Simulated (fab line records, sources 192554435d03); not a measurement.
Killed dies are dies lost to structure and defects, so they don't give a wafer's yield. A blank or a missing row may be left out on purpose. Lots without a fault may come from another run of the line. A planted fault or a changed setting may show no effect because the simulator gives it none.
fab line records | flow n5_finfet
record lots=8 wafers=24 last_day=17
route steps=1938 shown SD_EPI_N@274 SD_EPI_P@305 BEOL_M4@1111 PASSIVATION@1936
lots that met no fault: from a run of the same line without faults
start_h: hours from the record's first day to the start of the lot's first wafer shown | wait_h: hours since the lot's step before | " the same as in the row above | L1.1+2: a row that stands for several wafers | - no value, or no start given | * or withheld: withheld | < > ~ a bound
route shown NAME@n: a module of which the file shows steps, and the number in the route of the first | usual: mean/standard deviation of fault-free wafers | same: alike in all rows | chamber/n: place in a boat | sites: the reading at each site | _std_site: their standard deviation | _edge_site: outer sites' mean less inner sites' | radius_mm: how far each site lies from the wafer's centre | mask NAME#n: copy n | behind: the tool/chamber that last shaped the wafer | hold: why the lot was held/for how many hours/how that ended | device: the transistor (n, p or np) that didn't switch | end of line: the same wafers' tests at the end of the route | a step without rows: its recipe alone | killed: dies lost to structure and defects at the first sort, not the wafer's yield | map: a wafer's dies, x killed, . not, _ none there
set.NAME: the setting as run; set.NAME@STEP: as run at that earlier step | model.NAME: the simulator's own value behind a step, which no gauge read
steps of the route over a sample of lots; a table a step, a row a wafer
services: from which hour (start_h, from the record's first day; less than 0 if before it) a tool's chamber was out of use, for how many hours, and why
## steps
# step N5_SD_EPI_N_ETCH_34
# recipe chemistry=CF4 target=SiARC target_depth_a=455 mask_material=CAR-ArF-block time_s=75.8 ion_energy_ev=80 pressure_mtorr=40 source_w=545 bias_w=36 Ar_flow_sccm=100 cf4_flow_sccm=100 ends=cleared
# usual drypump_motor_current_A=5.6/0.39 etch_rf_on_time_s=75.8/2.3 oes_product_au=0.67/0.071 rf_vpp_V=183.9/1 showerhead_plenum_p_Torr=2.13/0.052 throttle_valve_pct=15.62/0.13
# columns lot.wafer tool chamber start_h wait_h drypump_motor_current_A etch_rf_on_time_s oes_product_au rf_hours_counter_h rf_vpp_V showerhead_plenum_p_Torr throttle_valve_pct
L743.1 rie_diel-04 0 50.83 0.0 6.1 74.8 0.64 168 184.4 2.20 15.52
L743.3 " 2 " " 6.0 76.4 0.63 165 183.0 2.13 15.59
L743.6 " 1 " " 5.1 74.5 0.68 - 183.2 2.08 15.82
L746.2 rie_diel-06 3 66.67 0.0 5.5 74.9 0.80 18 183.6 2.12 15.46
L746.3 " 0 " " 5.7 74.2 0.59 212 184.6 2.11 15.63
L746.6 " 3 " " 5.5 74.8 0.80 - 184.2 2.12 15.46
L747.1 rie_diel-04 1 77.13 0.0 5.1 75.0 0.66 117 182.8 2.07 15.85
L747.5 " 0 " " 6.1 75.4 0.64 - 185.1 2.20 15.54
L747.6 " 1 " " 5.1 74.9 0.68 - 183.2 2.07 15.86
L753.2 rie_diel-04 3 113.03 0.0 5.5 71.8 0.70 99 183.7 2.09 15.66
L753.3 " 0 " " 6.1 75.4 0.63 190 184.7 2.20 15.57
L753.5 " 3 " " 5.5 72.3 0.70 - 183.9 2.09 15.64
L754.1 rie_diel-04 1 116.27 0.0 5.1 74.7 0.66 130 182.9 2.07 15.87
L754.4 " 0 " " 6.1 75.6 0.63 191 185.4 2.20 15.56
L754.5 " 2 " " 6.0 78.2 0.61 - 183.3 2.12 15.61
L760.2 rie_diel-02 0 155.09 0.0 5.9 77.8 0.61 223 184.5 2.21 15.63
L760.4 " 1 " " 5.7 75.1 0.62 191 183.0 2.04 15.50
L760.6 " 2 " " 4.8 77.6 0.64 - 184.1 2.19 15.45
L765.2 rie_diel-06 1 183.06 0.0 6.2 77.0 0.75 40 183.9 2.09 15.73
L765.4 " 2 " " 5.5 80.2 0.63 - 184.1 2.12 15.84
L765.5 " 1 " " 6.1 76.8 0.76 - 182.7 2.09 15.72
L766.3 rie_diel-06 1 189.45 0.0 6.2 77.4 0.75 44 182.9 2.09 15.73
L766.4 " 1 " " 6.2 77.4 0.76 - 182.7 2.09 15.74
L766.5 " 2 " " 5.5 79.9 0.62 - 183.0 2.12 15.86
# step N5_SD_EPI_N_ETCHBACK_44
# recipe chemistry=CH3F/O2 mode=anisotropic_etchback target=SiNx target_depth_a=145 stop_on=SiO2 over_etch_frac=0.3 ion_energy_ev=120 pressure_mtorr=30 source_w=395 bias_w=73 Ar_flow_sccm=150 CH3F_flow_sccm=30 O2_flow_sccm=20
# usual O2_flow_sccm=20.00/0.067 drypump_motor_current_A=5.6/0.39 oes_f_703_au=0.78/0.08 oes_product_au=0.67/0.065 rf_vpp_V=295/9.2 showerhead_plenum_p_Torr=1.99/0.052 throttle_valve_pct=16.36/0.15
# columns lot.wafer tool chamber start_h wait_h O2_flow_sccm drypump_motor_current_A oes_f_703_au oes_product_au rf_hours_counter_h rf_vpp_V showerhead_plenum_p_Torr throttle_valve_pct
L743.1 rie_diel-04 0 51.21 0.0 20.06 6.1 0.77 0.65 168 290 2.08 16.34
L743.3 " 2 " " 19.99 6.0 0.75 0.63 165 285 1.99 16.31
L743.6 " 1 " " 20.04 5.1 0.79 0.68 - 291 1.94 16.63
L746.2 rie_diel-06 3 67.05 0.0 20.01 5.5 0.91 0.80 19 298 1.98 16.25
L746.3 " 0 " " 20.07 5.7 0.73 0.59 213 276 1.99 16.48
L746.6 " 3 " " 20.02 5.5 0.92 0.79 - 297 1.98 16.22
L747.1 rie_diel-04 1 77.51 0.0 20.00 5.1 0.77 0.67 118 289 1.94 16.63
L747.5 " 0 " " 20.02 6.1 0.76 0.64 - 290 2.07 16.36
L747.6 " 1 " " 20.00 5.1 0.78 0.67 - 290 1.94 16.62
L753.2 rie_diel-04 3 113.41 0.0 19.96 5.5 0.85 0.69 99 294 1.96 16.47
L753.3 " 0 " " 19.82 6.1 0.74 0.63 190 289 2.07 16.36
L753.5 " 3 " " 19.93 5.5 0.85 0.68 - 293 1.96 16.45
L754.1 rie_diel-04 1 116.65 0.0 20.02 5.1 0.77 0.66 130 290 1.93 16.65
L754.4 " 0 " " 20.00 6.1 0.75 0.63 191 289 2.07 16.37
L754.5 " 2 " " 20.07 6.0 0.72 0.62 - 286 1.98 16.36
L760.2 rie_diel-02 0 155.47 0.0 19.98 5.9 0.69 0.62 223 306 2.06 16.30
L760.4 " 1 " " 19.96 5.6 0.71 0.62 191 289 1.89 16.15
L760.6 " 2 " " 19.92 4.8 0.74 0.65 - 293 2.05 16.16
L765.2 rie_diel-06 1 183.44 0.0 20.03 6.2 0.85 0.76 41 314 1.94 16.44
L765.4 " 2 " " 19.96 5.5 0.72 0.64 - 305 1.98 16.56
L765.5 " 1 " " 20.14 6.2 0.85 0.76 - 314 1.94 16.44
L766.3 rie_diel-06 1 189.83 0.0 20.06 6.2 0.84 0.76 44 315 1.94 16.44
L766.4 " 1 " " 19.96 6.1 0.85 0.76 - 313 1.94 16.44
L766.5 " 2 " " 20.11 5.5 0.71 0.64 - 305 1.98 16.58
# step N5_SD_EPI_N_ETCH_45
# recipe chemistry=CH3F/O2 target=SiOCN target_depth_a=60 mask_material=SOC ion_energy_ev=60 bias_w=29 pressure_mtorr=15 source_w=410 Ar_flow_sccm=150 CH3F_flow_sccm=30 O2_flow_sccm=20
# usual O2_flow_sccm=20.00/0.061 drypump_motor_current_A=5.6/0.39 oes_product_au=0.79/0.085 rf_vpp_V=127.3/0.93 showerhead_plenum_p_Torr=1.98/0.052 throttle_valve_pct=23.31/0.24
# columns lot.wafer tool chamber start_h wait_h O2_flow_sccm drypump_motor_current_A oes_product_au rf_hours_counter_h rf_vpp_V showerhead_plenum_p_Torr throttle_valve_pct
L743.1 rie_diel-04 0 51.31 0.1 19.92 6.1 0.75 168 129.0 2.07 23.22
L743.3 " 2 " " 20.05 6.0 0.73 165 127.7 1.98 23.21
L743.6 " 1 " " 20.00 5.1 0.80 - 127.9 1.94 23.74
L746.2 rie_diel-06 3 67.15 0.1 19.96 5.5 0.94 19 128.4 1.97 23.30
L746.3 " 0 " " 19.98 5.7 0.68 213 128.5 1.98 23.39
L746.6 " 3 " " 20.09 5.5 0.95 - 126.5 1.97 23.31
L747.1 rie_diel-04 1 77.61 0.1 19.93 5.1 0.80 118 125.0 1.93 23.73
L747.5 " 0 " " 20.00 6.1 0.75 - 128.6 2.07 23.24
L747.6 " 1 " " 19.89 5.1 0.78 - 127.0 1.93 23.76
L753.2 rie_diel-04 3 113.51 0.1 20.02 5.5 0.81 99 127.1 1.96 23.50
L753.3 " 0 " " 20.02 6.1 0.73 190 126.2 2.06 23.24
L753.5 " 3 " " 20.04 5.5 0.81 - 126.4 1.96 23.49
L754.1 rie_diel-04 1 116.75 0.1 20.04 5.1 0.78 130 127.5 1.93 23.75
L754.4 " 0 " " 20.02 6.1 0.73 191 128.5 2.06 23.27
L754.5 " 2 " " 19.97 6.0 0.70 - 127.6 1.97 23.24
L760.2 rie_diel-02 0 155.57 0.1 19.94 5.9 0.71 223 126.3 2.05 23.08
L760.4 " 1 " " 19.95 5.6 0.72 191 127.0 1.88 22.95
L760.6 " 2 " " 19.94 4.8 0.75 - 126.8 2.04 22.99
L765.2 rie_diel-06 1 183.54 0.1 19.98 6.2 0.90 41 126.9 1.94 23.45
L765.4 " 2 " " 19.98 5.5 0.74 - 127.3 1.98 23.58
L765.5 " 1 " " 20.02 6.2 0.91 - 127.1 1.94 23.44
L766.3 rie_diel-06 1 189.93 0.1 19.90 6.1 0.90 44 127.0 1.94 23.44
L766.4 " 1 " " 19.92 6.1 0.89 - 126.1 1.94 23.45
L766.5 " 2 " " 20.10 5.5 0.73 - 128.0 1.98 23.57
# step N5_SD_EPI_N_VAPOR_ETCH_50
# recipe chemistry=HCl target=Si temp_c=775 time_s=54 pressure_torr=20 mode=isotropic
# usual throttle_valve_pct=11.7/0.41
# columns lot.wafer tool chamber start_h wait_h throttle_valve_pct
L743.1 epi_rpcvd-01 0 52.29 0.3 12.2
L743.3 " 0 " " 12.4
L743.6 " 0 " " 12.6
L746.2 epi_rpcvd-03 0 68.28 0.4 11.1
L746.3 " 0 " " 11.3
L746.6 " 0 " " 11.1
L747.1 epi_rpcvd-04 0 78.93 0.3 11.9
L747.5 " 0 " " 12.0
L747.6 " 0 " " 11.9
L753.2 epi_rpcvd-03 0 117.08 2.8 11.3
L753.3 " 0 " " 11.1
L753.5 " 0 " " 11.3
L754.1 epi_rpcvd-01 0 117.75 0.3 12.1
L754.4 " 0 " " 12.1
L754.5 " 0 " " 12.1
L760.2 epi_rpcvd-01 0 156.72 0.4 12.3
L760.4 " 0 " " 12.0
L760.6 " 0 " " 12.1
L765.2 epi_rpcvd-04 0 184.85 0.5 11.9
L765.4 " 0 " " 11.7
L765.5 " 0 " " 11.8
L766.3 epi_rpcvd-04 0 191.29 0.4 11.8
L766.4 " 0 " " 11.9
L766.5 " 0 " " 11.8
# step N5_SD_EPI_N_INSPECT_26
# recipe inspect_instrument=darkfield mode=post_epi
# usual raw_defect_count=219/42
# columns lot.wafer tool chamber start_h wait_h raw_defect_count
L743.1 defect_inspect-02 - 54.74 0.1 183
L743.3 " - " " 190
L743.6 " - " " 261
L746.2 defect_inspect-02 - 71.32 0.1 205
L746.3 " - " " 215
L746.6 " - " " 155
L747.1 defect_inspect-02 - 81.38 0.1 213
L747.5 " - " " 198
L747.6 " - " " 167
L753.2 defect_inspect-02 - 120.11 0.1 1736
L753.3 " - " " 1669
L753.5 " - " " 1626
L754.1 defect_inspect-02 - 120.20 0.1 1640
L754.4 " - " " 1571
L754.5 " - " " 1649
L760.2 defect_inspect-02 - 159.88 0.1 171
L760.4 " - " " 281
L760.6 " - " " 206
L765.2 defect_inspect-01 - 188.72 0.1 181
L765.4 " - " " 270
L765.5 " - " " 183
L766.3 defect_inspect-01 - 195.31 0.1 256
L766.4 " - " " 240
L766.5 " - " " 261
# step N5_SD_EPI_P_INSPECT_11
# recipe mode=adi inspect_instrument=macro
# usual raw_defect_count=2.2/1.4
# columns lot.wafer tool chamber start_h wait_h raw_defect_count
L743.1 defect_inspect-01 - 55.07 0.0 3
L743.3 " - " " 2
L743.6 " - " " 5
L746.2 defect_inspect-01 - 71.77 0.0 1
L746.3 " - " " 7
L746.6 " - " " 2
L747.1 defect_inspect-01 - 81.71 0.0 1
L747.5 " - " " 2
L747.6 " - " " 1
L753.2 defect_inspect-02 - 120.56 0.0 >300
L753.3 " - " " >300
L753.5 " - " " >300
L754.1 defect_inspect-02 - 120.72 0.0 >300
L754.4 " - " " >300
L754.5 " - " " >300
L760.2 defect_inspect-02 - 160.20 0.0 1
L760.4 " - " " 1
L760.6 " - " " 3
L765.2 defect_inspect-02 - 189.05 0.0 3
L765.4 " - " " 2
L765.5 " - " " 2
L766.3 defect_inspect-02 - 195.64 0.0 0
L766.4 " - " " 2
L766.5 " - " " 2
# step N5_BEOL_M4_RC_MEAS_101
# usual DIBL_N=37.3/2.3 DIBL_P=37.4/2.9 IOFF_N=0.18/0.045 IOFF_P=0.25/0.054 ION_N=679/15 ION_P=468/9.7 SS_N=71.8/0.62 SS_P=73.6/0.76 VT_N=248/4.1 VT_P=-248/3.6
# columns lot.wafer tool chamber start_h wait_h DIBL_N[mV/V] DIBL_P[mV/V] IOFF_N[nA/um] IOFF_P[nA/um] ION_N[uA/um] ION_P[uA/um] SS_N[mV/dec] SS_P[mV/dec] VT_N[mV] VT_P[mV]
L743.1 prober-02 0 163.72 0.0 40.0 39.1 0.22 0.33 686 470 71.7 73.7 242 -242
L743.3 " 0 " " 36.8 35.1 0.16 0.23 680 469 71.4 73.0 249 -248
L743.6 " 0 " " 42.1 40.9 0.27 0.35 691 472 72.3 74.2 243 -241
L746.2 prober-01 0 189.22 0.2 37.0 38.6 0.17 0.24 697 480 71.6 72.8 247 -249
L746.3 " 0 " " 32.8 32.4 0.09 0.14 651 450 71.4 71.4 259 -254
L746.6 " 0 " " 34.7 35.2 0.12 0.18 666 459 71.6 72.1 253 -249
L747.1 prober-01 0 190.00 0.5 36.8 36.0 0.17 0.23 683 464 71.3 73.0 251 -249
L747.5 " 0 " " 38.7 38.6 0.21 0.28 687 473 72.1 74.0 247 -245
L747.6 " 0 " " 37.2 37.3 0.18 0.26 692 480 71.9 74.4 248 -245
L753.2 prober-01 0 235.89 0.2 36.9 38.9 0.18 0.25 673 462 72.5 73.3 247 -249
L753.3 " 0 " " 32.6 32.7 0.11 0.16 675 461 70.8 72.4 258 -254
L753.5 " 0 " " 36.2 38.4 0.19 0.25 692 472 72.3 73.1 246 -246
L754.1 prober-02 0 236.47 0.0 38.0 39.3 0.22 0.24 696 471 71.9 73.7 245 -251
L754.4 " 0 " " 37.5 38.2 0.17 0.21 675 455 72.6 73.8 248 -253
L754.5 " 0 " " 39.2 40.2 0.25 0.26 702 467 71.9 73.8 242 -247
L760.2 prober-01 0 270.82 0.2 38.4 39.6 0.22 0.29 672 459 73.0 74.3 248 -246
L760.4 " 0 " " 36.5 37.6 0.18 0.25 695 473 71.3 74.1 248 -246
L760.6 " 0 " " 37.4 38.9 0.21 0.28 703 474 71.7 74.2 245 -244
L765.2 prober-01 0 300.67 0.2 38.2 37.6 0.17 0.22 663 455 72.4 73.6 254 -252
L765.4 " 0 " " 38.9 41.0 0.22 0.31 688 470 72.6 74.6 244 -246
L765.5 " 0 " " 34.8 34.9 0.12 0.19 654 460 71.5 73.9 257 -251
L766.3 prober-02 0 301.76 0.3 38.2 36.8 0.19 0.30 680 476 71.5 73.7 246 -242
L766.4 " 0 " " 37.2 36.0 0.18 0.26 681 468 71.3 73.0 246 -246
L766.5 " 0 " " 34.7 33.0 0.13 0.21 675 472 71.0 72.6 251 -248
# step N5_PASSIVATION_PROBE_49
# usual defect_limited_yield=91.3/1.5 killed_at_M0_to_M3=35/8.7 killed_at_M4_up=14/5.5 killed_at_contacts=11/5.6 killed_at_front_end=39/13 killed_at_other=3.7/2.2 killed_dies=103/18 killed_open=69/14 killed_short=33/7.8 sort_bin_5_function=5.1/0.99 sort_bin_6_memory=3.3/0.67 sort_bin_8_speed=0.02/0.17 sort_n_pass=1077/18 sort_yield_pct=91.2/1.5
# same gross_dies=1180 killed_at_back_side=0 sort_bin_4_leakage[%]=0
# columns lot.wafer tool chamber start_h wait_h defect_limited_yield[%] killed_at_M0_to_M3 killed_at_M4_up killed_at_contacts killed_at_front_end killed_at_other killed_dies killed_open killed_short sort_bin_5_function[%] sort_bin_6_memory[%] sort_bin_8_speed[%] sort_n_pass sort_yield_pct[%]
L746.2 prober-01 - 281.91 0.1 89.2 25 13 12 74 4 128 89 39 6.4 4.2 0 1052 89.2
L746.3 prober-01 - 281.96 0.1 89.8 40 18 6 51 5 120 83 34 5.6 4.2 0.08 1059 89.7
L746.6 prober-01 - 282.11 0.3 90.8 45 8 12 40 3 108 70 36 5.6 3.3 0 1072 90.8
L747.1 prober-02 - 293.41 0.0 91.4 38 20 5 31 7 101 64 37 5.2 3.1 0 1079 91.4
L747.5 prober-02 - 293.61 0.2 92.6 33 8 13 29 4 87 62 24 3.7 3.1 0 1093 92.6
L747.6 prober-02 - 293.66 0.3 93.0 31 10 10 26 6 83 65 17 4.1 2.6 0 1097 93.0
L754.1 prober-02 - 350.42 0.0 84.2 29 7 12 138 1 187 42 24 9.2 2.5 0 993 84.2
L754.4 prober-02 - 350.57 0.2 78.3 31 15 18 188 4 256 75 25 14.2 3.0 0 924 78.3
L754.5 prober-02 - 350.62 0.2 80.0 30 4 9 192 1 236 40 29 10.1 4.0 0 944 80.0
L753.2 prober-01 - 352.43 0.1 84.2 39 15 2 127 4 187 62 37 7.9 4.7 0 993 84.2
L753.3 prober-01 - 352.48 0.1 79.3 28 18 8 185 5 244 53 37 12.4 3.9 0 936 79.3
L753.5 prober-01 - 352.58 0.2 85.2 34 13 6 119 3 175 52 33 8.2 3.6 0 1005 85.2
# killed by level:class
L746.2 STI_FIN_REVEAL:geometric_particle:open=25 FIN_SAQP:geometric_particle:open=15 MOL_CONTACT_COAG:geometric_particle:open=9 BEOL_M0_SAQP:geometric_particle:short=9 BEOL_M0_SAQP:geometric_particle:open=8 FIN_SAQP:geometric_particle:short=7 STI_FIN_REVEAL:geometric_particle:short=6 GATE_CUT:geometric_particle:short=6
L746.3 STI_FIN_REVEAL:geometric_particle:open=18 BEOL_M3:geometric_particle:open=14 FIN_SAQP:geometric_particle:open=11 BEOL_M0_SAQP:geometric_particle:short=9 BEOL_M0_SAQP:geometric_particle:open=6 STI_FIN_REVEAL:geometric_particle:short=5 BEOL_M2:geometric_particle:open=5 MOL_CONTACT_COAG:geometric_particle:open=5
L746.6 BEOL_M0_SAQP:geometric_particle:open=18 BEOL_M0_SAQP:geometric_particle:short=12 MOL_CONTACT_COAG:geometric_particle:open=11 STI_FIN_REVEAL:geometric_particle:open=9 FIN_SAQP:geometric_particle:short=6 FIN_SAQP:geometric_particle:open=5 STI_FIN_REVEAL:geometric_particle:short=5 BEOL_M3:geometric_particle:open=5
L747.1 BEOL_M2:geometric_particle:open=13 FIN_SAQP:geometric_particle:open=8 FIN_SAQP:geometric_particle:short=7 BEOL_M0_SAQP:geometric_particle:short=7 BEOL_M0_SAQP:geometric_particle:open=7 BEOL_M4:geometric_particle:open=6 BEOL_M3:geometric_particle:open=5 BEOL_M4:geometric_particle:short=5
L747.5 STI_FIN_REVEAL:geometric_particle:open=12 MOL_CONTACT_COAG:geometric_particle:open=10 BEOL_M0_SAQP:geometric_particle:short=9 BEOL_M2:geometric_particle:open=8 BEOL_M0_SAQP:geometric_particle:open=6 BEOL_M3:geometric_particle:open=6 BEOL_M4:geometric_particle:open=4 FIN_SAQP:geometric_particle:short=3
L747.6 BEOL_M3:geometric_particle:open=13 MOL_CONTACT_COAG:geometric_particle:open=10 STI_FIN_REVEAL:geometric_particle:open=8 DUMMY_GATE:geometric_particle:open=6 BEOL_M0_SAQP:geometric_particle:open=5 BEOL_M0_SAQP:geometric_particle:short=5 FIN_CUT:geometric_particle:open=3 BEOL_M2:geometric_particle:open=3
L754.1 SD_EPI_N:unspecified=121 MOL_CONTACT_COAG:geometric_particle:open=11 BEOL_M0_SAQP:geometric_particle:short=7 BEOL_M1:geometric_particle:open=6 FIN_SAQP:geometric_particle:open=4 BEOL_M0:geometric_particle:open=4 BEOL_M3:geometric_particle:open=4 FIN_SAQP:geometric_particle:short=3
L754.4 SD_EPI_N:unspecified=156 MOL_CONTACT_COAG:geometric_particle:open=15 FIN_SAQP:geometric_particle:open=13 BEOL_M2:geometric_particle:open=10 FIN_SAQP:geometric_particle:short=9 BEOL_M4:geometric_particle:open=9 BEOL_M0_SAQP:geometric_particle:open=8 BEOL_M3:geometric_particle:open=5
L754.5 SD_EPI_N:unspecified=167 FIN_SAQP:geometric_particle:open=8 BEOL_M0_SAQP:geometric_particle:open=8 FIN_SAQP:geometric_particle:short=7 MOL_CONTACT_COAG:geometric_particle:open=6 BEOL_M0_SAQP:geometric_particle:short=6 BEOL_M1:geometric_particle:open=4 MOL_CONTACT_COAG:geometric_particle:short=3
L753.2 SD_EPI_N:unspecified=88 BEOL_M0_SAQP:geometric_particle:short=13 BEOL_M0_SAQP:geometric_particle:open=10 FIN_SAQP:geometric_particle:open=8 STI_FIN_REVEAL:geometric_particle:open=8 ILD0:geometric_particle:short=6 BEOL_M2:geometric_particle:open=6 DUMMY_GATE:geometric_particle:open=4
L753.3 SD_EPI_N:unspecified=153 BEOL_M0_SAQP:geometric_particle:short=10 STI_FIN_REVEAL:geometric_particle:open=8 GATE_CUT:geometric_particle:short=6 MOL_CONTACT_COAG:geometric_particle:open=6 BEOL_M0_SAQP:geometric_particle:open=5 BEOL_M3:geometric_particle:open=5 FIN_SAQP:geometric_particle:open=4
L753.5 SD_EPI_N:unspecified=90 BEOL_M0_SAQP:geometric_particle:open=14 BEOL_M0_SAQP:geometric_particle:short=9 BEOL_M4:geometric_particle:open=7 STI_FIN_REVEAL:geometric_particle:open=6 MOL_CONTACT_COAG:geometric_particle:open=6 GATE_CUT:geometric_particle:short=6 BEOL_M3:geometric_particle:open=5
## services
# columns tool chamber start_h hours kind
rie_diel-04 0 29.17 9.4 repair
epi_rpcvd-01 - 32.92 14.6 pm
epi_rpcvd-03 - 51.55 2.8 pm
rie_diel-06 0 57.42 4.3 repair
rie_diel-02 2 60.12 4.3 repair
rie_diel-06 1 61.97 - clean
rie_diel-06 1 61.97 - consumable_replace:focus_ring
rie_diel-06 1 61.97 16.0 scheduled_down
rie_diel-06 1 61.97 16.0 vent_cycle
rie_diel-04 3 69.58 3.5 repair
rie_diel-02 1 71.49 3.0 repair
epi_rpcvd-01 - 133.78 3.7 repair
rie_diel-06 2 148.52 29.0 repair
rie_diel-02 3 166.84 4.9 repair
rie_diel-02 - 177.25 2.8 pm
rie_diel-06 0 177.60 - clean
rie_diel-06 0 177.60 - consumable_replace:focus_ring
rie_diel-06 0 177.60 13.5 scheduled_down
rie_diel-06 0 177.60 13.5 vent_cycle
rie_diel-04 2 179.58 5.0 repair
## key
first_sign step=N5_SD_EPI_N_INSPECT_26 reading=raw_defect_count direction=up sigmas=34 usual=219 struck=1648
effect step=N5_SD_EPI_P_INSPECT_11 reading=raw_defect_count direction=up sigmas=99+ usual=2.2 struck=>300
effect step=N5_PASSIVATION_PROBE_49 reading=killed_at_front_end direction=up sigmas=9.3 usual=39 struck=158
more_kills_born_at N5_SD_EPI_N_ETCH_34@rie_diel-04=775
met_at N5_SD_EPI_N_ETCH_34
struck_lots L753,L754
not_acting_at N5_SD_EPI_N_ETCHBACK_44,N5_SD_EPI_N_ETCH_45,N5_SD_EPI_N_VAPOR_ETCH_50
onset_between 77.13 113.03
fault kind=chamber_particle_source tool=rie_diel-04 chamber=- onset_h=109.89 steps=N5_SD_EPI_N_ETCH_34 rate_per_visit_cm2=2.197 end_h=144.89
